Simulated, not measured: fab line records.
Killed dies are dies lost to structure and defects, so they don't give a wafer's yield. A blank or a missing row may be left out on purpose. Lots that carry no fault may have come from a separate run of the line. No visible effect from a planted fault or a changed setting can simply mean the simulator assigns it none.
Chamber matching -- flow n5 finfet -- 4 sister chambers for N5_BEOL_M5_ETCH_67 on rie diel-06
The step etches SiARC in CF4, target depth 15.6 nm, time 26 s. 4 wafers are shown with their chamber, then 10 later ones without.

## WAFERS PAIRED WITH THEIR CHAMBERS
wafer,chamber,drypump motor current A (A)
L082.6,1,5.40
L086.3,2,5.84
L087.1,0,6.10
L087.4,3,5.87

## WAFERS MISSING THEIR CHAMBER
wafer,drypump motor current A (A)
L087.5,6.11
L096.1,5.85
L096.2,5.42
L096.3,6.10
L096.4,5.85
L096.5,5.83
L096.6,6.12
L097.2,5.84
L097.3,5.82
L097.5,5.82

## WHICH CHAMBER EACH WENT THROUGH
wafer,from the rows above,in truth
L087.5,0,0
L096.1,can't be placed: 2 or 3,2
L096.2,1,1
L096.3,0,0
L096.4,can't be placed: 2 or 3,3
L096.5,2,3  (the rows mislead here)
L096.6,0,0
L097.2,2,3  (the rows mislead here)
L097.3,2,2
L097.5,2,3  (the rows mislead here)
Correct placement for 5 of the 10. From these rows, 2 cannot be placed; in 2 the true chamber is one of the candidates. Number placed wrongly: 3.
How it was worked out, from the rows above alone: a wafer's distance from a chamber is the root of the sum, over the readings, of the square of ((its reading less the chamber's mean) divided by the reading's scatter). The wafer belongs to the nearest chamber; if the next one is less than 2 further off, it can't be placed. Each chamber's mean is taken over the wafers shown for it. The scatter (one wafer shown for each chamber): square how far every hidden wafer sits from the nearest shown wafer, average those squares and take the square root.
